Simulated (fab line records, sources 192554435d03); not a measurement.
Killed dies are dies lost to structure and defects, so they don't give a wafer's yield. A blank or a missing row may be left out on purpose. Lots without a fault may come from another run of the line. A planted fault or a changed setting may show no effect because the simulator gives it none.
Which tool did it? | flow n5_finfet | 10 lots, 30 wafers sampled, at 2 steps of a route of 1938

WHAT THE GAUGES READ, wafer by wafer
N5_BEOL_M3_OVL_MEAS_12.
lot  | measured     | on         | M3_OVL (nm)
L182 | day 7 17:07  | overlay-02 | -0.3 -1.2 -0.4
L183 | day 7 20:34  | overlay-02 | -0.3 -0.7 0.5
L185 | day 8 00:35  | overlay-01 | -0.8 0.0 0.1
L189 | day 9 00:37  | overlay-02 | 5.6 6.2 5.1
L191 | day 9 07:43  | overlay-01 | 4.6 5.1 5.0
L192 | day 10 13:04 | overlay-02 | -0.6 -0.1 0.2
L196 | day 11 03:44 | overlay-02 | -0.4 -0.1 -1.1
L200 | day 11 17:46 | overlay-01 | 0.5 -0.5 -0.8
L199 | day 11 21:58 | overlay-01 | 0.0 -0.3 -0.1
L202 | day 12 04:19 | overlay-02 | 0.1 -0.3 -0.6

WHICH TOOL RAN EACH LOT (tool, then ch and the chambers of the sampled wafers, then the start)
lot  | N5_BEOL_M3_EXPOSE_08
L182 | euv_scanner-02 ch 0, day 7 16:58
L183 | euv_scanner-01 ch 0, day 7 20:24
L185 | euv_scanner-01 ch 0, day 8 00:25
L189 | euv_scanner-02 ch 0, day 9 00:28
L191 | euv_scanner-02 ch 0, day 9 07:33
L192 | euv_scanner-01 ch 0, day 10 12:54
L196 | euv_scanner-01 ch 0, day 11 03:34
L200 | euv_scanner-01 ch 0, day 11 17:37
L199 | euv_scanner-01 ch 0, day 11 21:49
L202 | euv_scanner-01 ch 0, day 12 04:10
- N5_BEOL_M3_EXPOSE_08: exposes mask M3.

THE ANSWER, worked out from the rows above alone
Rule: what is usual is taken from the lots themselves. Put in order of their means at a reading, lots are off if they are a third of the lots or fewer, leave a main group of 4 or more, and stand apart from it by a gap of 3 or more times the standard deviation of the main group's means; of several such gaps the widest counts. A main group whose means are all the same, to the digits that the tables above print for the reading, isn't used. A lot without any number at a reading at which 4 lots or more have one is off too. The other lots that the step has rows for count as sound.
Off: L189, L191, at N5_BEOL_M3_OVL_MEAS_12 (M3_OVL). The main group: mean -0.3 nm, standard deviation 0.17.
A tool fits if, at a process step before that reading, it ran every lot that is off, and no sound lot after the first of them. The gauges at N5_BEOL_M3_OVL_MEAS_12 are tried like those tools. One fits: euv_scanner-02 at N5_BEOL_M3_EXPOSE_08. Its last sound lot is L182 (day 7 16:58), its first lot that is off L189 (day 9 00:28): a fault that began between those two fits.

WHAT THE SIMULATOR HAD PUT IN
Scanner matching overlay: euv_scanner-02, from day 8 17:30 on, at N5_BEOL_M3_EXPOSE_08. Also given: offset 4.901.
Lots struck among those shown: L189, L191. The rule above found the same.
